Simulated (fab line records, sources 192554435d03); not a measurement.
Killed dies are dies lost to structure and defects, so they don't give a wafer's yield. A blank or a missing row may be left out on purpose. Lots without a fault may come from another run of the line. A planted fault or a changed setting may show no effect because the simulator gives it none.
One fault seen from 2 desks | flow n5_finfet | each desk has only its own numbers; what lay behind them comes last

THE METROLOGY DESK
What the gauges read, lot by lot, whatever tool the lot ran on: means of the sampled wafers that have a number. A lot is out of limits, marked OUT, if its mean lies more than 4 standard deviations from the usual mean; the brackets give that distance. Of its 10 readings 7 are shown: those that lie furthest out on some lot.
Columns: A = DIBL_N at N5_BEOL_M4_RC_MEAS_101, usual 37.0 mV/V; B = DIBL_P at N5_BEOL_M4_RC_MEAS_101, usual 37.0 mV/V; C = IOFF_N at N5_BEOL_M4_RC_MEAS_101, usual 0.17 nA/um; D = ION_P at N5_BEOL_M4_RC_MEAS_101, usual 465 uA/um; E = SS_P at N5_BEOL_M4_RC_MEAS_101, usual 73.6 mV/dec; F = VT_N at N5_BEOL_M4_RC_MEAS_101, usual 249 mV; G = VT_P at N5_BEOL_M4_RC_MEAS_101, usual -249 mV
lot  | first seen here | A    | B    | C    | D   | E    | F   | G
L379 | day 10 23:32    | 35.9 | 36.4 | 0.14 | 460 | 73.2 | 254 | -254
L382 | day 11 18:39    | 37.8 | 36.9 | 0.18 | 462 | 73.6 | 248 | -249
L390 | day 13 18:30    | 36.8 | 35.5 | 0.17 | 478 | 73.3 | 247 | -243
L391 | day 14 08:08    | 34.9 | 34.3 | 0.14 | 469 | 73.2 | 250 | -248
L392 | day 14 22:59    | 36.9 | 35.0 | 0.14 | 459 | 72.7 | 251 | -251
L393 | day 15 02:17    | 37.6 | 37.4 | 0.18 | 462 | 73.9 | 247 | -247
This desk's finding: nothing out of limits on any of the 6 lots.

THE TOOL OWNER'S DESK: ald_sin-02
The tool's own readings at N5_MOL_CONTACT_COAG_ALD_27 (deposits SiOC, target thk 17 nm, pulse time 1.5 s, time 2720 s): means of the sampled wafers that have a number, for each lot that ran on this tool. A lot is out of limits, marked OUT, if its mean lies more than 4 standard deviations from the usual mean; the brackets give that distance.
Columns: A = chamber_pressure_Torr at N5_MOL_CONTACT_COAG_ALD_27, usual 2.000 Torr; B = heater_power_w at N5_MOL_CONTACT_COAG_ALD_27, usual 870 W; C = precursor_pulse_height_rel at N5_MOL_CONTACT_COAG_ALD_27, usual 1.000; D = run_length_s at N5_MOL_CONTACT_COAG_ALD_27, usual 2769.8 s
lot  | first seen here | A     | B   | C     | D
L382 | day 6 06:10     | 1.999 | 873 | 1.011 | 2769.4
L390 | day 8 13:58     | 1.996 | 878 | 1.014 | 2770.0
L392 | day 8 21:50     | 1.999 | 840 | 1.002 | 4406.8 (+99 or more) OUT
L393 | day 9 02:38     | 2.001 | 930 | 0.997 | 3588.7 (+99 or more) OUT
This desk's finding: out of limits on L392, L393; first on L392, day 8 21:50 (run_length_s at N5_MOL_CONTACT_COAG_ALD_27). In limits: L382, L390.

PUT TOGETHER
The tool owner's desk could have raised an alarm at day 8 21:50, on L392, L393.
The metrology desk saw nothing out of limits.
The metrology desk has L392, L393 on record, within its limits.
Of the lots named, all ran N5_MOL_CONTACT_COAG_ALD_27 on ald_sin-02.

WHAT THE SIMULATOR HAD PUT IN
Process parameter drift: ald_sin-02, from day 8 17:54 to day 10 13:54, at N5_MOL_CONTACT_COAG_ALD_27. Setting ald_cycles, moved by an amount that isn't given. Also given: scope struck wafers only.
Lots struck among those shown: L392, L393.
Hours from the fault's start to each desk's first reading out of limits: the tool owner's desk, 4.
